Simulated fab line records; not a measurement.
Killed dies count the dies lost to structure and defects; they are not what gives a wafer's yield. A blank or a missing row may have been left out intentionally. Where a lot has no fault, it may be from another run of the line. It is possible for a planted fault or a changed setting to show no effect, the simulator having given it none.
Chamber matching / flow nandHarc / pecvd-01 running NHARC_P_M2_DEP_33: 3 sister chambers
The step deposits SiCN, target thk 30 nm. 6 wafers are shown with their chamber, then 9 later ones without.

WAFERS PAIRED WITH THEIR CHAMBERS
wafer=L726.1; chamber=0; heaterPowerW (W)=756
wafer=L726.3; chamber=2; heaterPowerW (W)=483
wafer=L726.6; chamber=2; heaterPowerW (W)=473
wafer=L727.1; chamber=0; heaterPowerW (W)=662
wafer=L727.2; chamber=1; heaterPowerW (W)=550
wafer=L727.5; chamber=1; heaterPowerW (W)=541

WAFERS WITH NO CHAMBER GIVEN
wafer=L728.2; heaterPowerW (W)=485
wafer=L728.3; heaterPowerW (W)=604
wafer=L728.6; heaterPowerW (W)=594
wafer=L737.3; heaterPowerW (W)=509
wafer=L737.5; heaterPowerW (W)=521
wafer=L737.6; heaterPowerW (W)=679
wafer=L738.2; heaterPowerW (W)=733
wafer=L738.4; heaterPowerW (W)=527
wafer=L738.6; heaterPowerW (W)=514

WHICH CHAMBER EACH WENT THROUGH
wafer=L728.2; from the rows above=can't be placed: 2 or 1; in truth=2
wafer=L728.3; from the rows above=can't be placed: 1 or 0 or 2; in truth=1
wafer=L728.6; from the rows above=can't be placed: 1 or 0 or 2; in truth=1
wafer=L737.3; from the rows above=can't be placed: 2 or 1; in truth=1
wafer=L737.5; from the rows above=can't be placed: 1 or 2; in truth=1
wafer=L737.6; from the rows above=0; in truth=0
wafer=L738.2; from the rows above=0; in truth=0
wafer=L738.4; from the rows above=can't be placed: 1 or 2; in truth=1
wafer=L738.6; from the rows above=can't be placed: 1 or 2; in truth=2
Correctly placed: 2 of 9. Can't be placed from these rows: 7 (the true chamber is among the candidates in 7). Placed wrongly: 0.
How it was worked out, from the rows above alone: a wafer's distance from a chamber is the root of the sum, over the readings, of the square of ((its reading less the chamber's mean) divided by the reading's scatter). The wafer belongs to the nearest chamber; if the next one is less than 2 further off, it can't be placed. For every chamber, the mean is computed from those of its wafers that are shown. The scatter: take each reading less its chamber's mean, square it, sum over the shown wafers, divide by the number of wafers less the number of chambers, and take the root.
